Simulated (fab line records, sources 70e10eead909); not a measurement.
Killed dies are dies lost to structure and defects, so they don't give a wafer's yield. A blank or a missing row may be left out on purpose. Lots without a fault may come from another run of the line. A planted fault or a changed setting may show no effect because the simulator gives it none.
Chamber matching | flow nand_harc | NHARC_A_STAIRCASE_STRIP_476 on rie_diel-03: 4 sister chambers
The step strips in O2, time 20 s. 8 wafers are shown with their chamber, then 10 later ones without.

WAFERS WITH THEIR CHAMBER
wafer  | chamber | showerhead_plenum_p_Torr (Torr) | oes_product_au (a.u.)
L083.3 | 1       | 3.81                            | 1.007
L084.5 | 2       | 3.36                            | 0.986
L084.6 | 3       | 3.70                            | 0.992
L085.2 | 1       | 3.80                            | 1.014
L085.3 | 0       | 3.43                            | 1.031
L085.5 | 3       | 3.70                            | 0.984
L087.1 | 0       | 3.43                            | 1.026
L087.2 | 2       | 3.36                            | 0.996

WAFERS WITHOUT THEIR CHAMBER
wafer  | showerhead_plenum_p_Torr (Torr) | oes_product_au (a.u.)
L087.5 | 3.80                            | 1.010
L088.1 | 3.36                            | 0.993
L088.3 | 3.43                            | 1.034
L088.4 | 3.69                            | 1.005
L091.4 | 3.79                            | 0.989
L091.5 | 3.35                            | 0.996
L091.6 | 3.68                            | 0.987
L092.1 | 3.68                            | 1.010
L092.3 | 3.42                            | 1.025
L092.5 | 3.34                            | 0.986

WHICH CHAMBER EACH WENT THROUGH
wafer  | from the rows above | in truth
L087.5 | 1                   | 1
L088.1 | 2                   | 2
L088.3 | 0                   | 0
L088.4 | 3                   | 3
L091.4 | 1                   | 1
L091.5 | 2                   | 2
L091.6 | 3                   | 3
L092.1 | 3                   | 3
L092.3 | 0                   | 0
L092.5 | 2                   | 2
Placed correctly: 10 of 10. Can't be placed from these rows: 0. Placed wrongly: 0.
How it was worked out, from the rows above alone: a wafer's distance from a chamber is the root of the sum, over the readings, of the square of ((its reading less the chamber's mean) divided by the reading's scatter). The wafer belongs to the nearest chamber; if the next one is less than 2 further off, it can't be placed. A chamber's mean is the mean of its shown wafers. The scatter: the root of (the sum of the squares of (reading less its chamber's mean) over the shown wafers, divided by (wafers less chambers)).
